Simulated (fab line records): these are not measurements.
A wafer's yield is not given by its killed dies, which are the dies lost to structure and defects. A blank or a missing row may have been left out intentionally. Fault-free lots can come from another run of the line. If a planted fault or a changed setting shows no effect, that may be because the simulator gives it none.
Which of the tools did it? ; flow nand harc ; 12 lots, 36 wafers sampled, at 1 step of a route of 1159

## WHAT THE GAUGES READ, wafer by wafer
NHARC_A_CHANNEL_HOLE_D1_CD_MEAS_10 targets a cd of 100 nm.
lot;measured;on;cd nm (nm)
L075;day 8 13:45;cd sem-01;100.7 99.5 100.2
L077;day 8 20:46;cd sem-03;102.4 102.0 101.8
L080;day 9 17:22;cd sem-01;98.6 100.1 99.3
L082;day 10 02:25;cd sem-01;98.8 98.5 99.2
L084;day 10 13:03;cd sem-01;98.7 99.9 98.9
L087;day 11 08:13;cd sem-01;99.3 99.0 99.4
L086;day 11 08:46;cd sem-01;99.2 99.2 98.9
L090;day 12 03:56;cd sem-01;100.0 99.3 100.2
L091;day 12 04:33;cd sem-03;101.2 100.6 100.2
L093;day 13 02:11;cd sem-02;99.6 99.3 99.5
L096;day 13 15:31;cd sem-01;102.2 101.7 101.6
L095;day 13 17:27;cd sem-01;101.4 101.5 99.8

## WHICH TOOL RAN EACH LOT (tool, then ch and the chambers of the sampled wafers, then the start)
Before these readings, the record contains no process step.

## THE ANSWER, worked out from the rows above alone
Rule: usual is defined by the lots themselves. The widest of any qualifying gaps counts: lots, ordered by their means at a reading, are off when they make up no more than a third of the lots, leave a main group of 4 or more, and stand apart from it by 3 or more times the standard deviation of that group's means. A main group whose means are all the same, to the digits that the tables above print for the reading, isn't used. Also off: a lot with no number at a reading for which 4 or more lots have one. Where the step has rows for the other lots, those lots are counted as sound.
Nothing can be told from this: no lot is off at any reading shown.

## WHAT WAS PUT IN BY THE SIMULATOR
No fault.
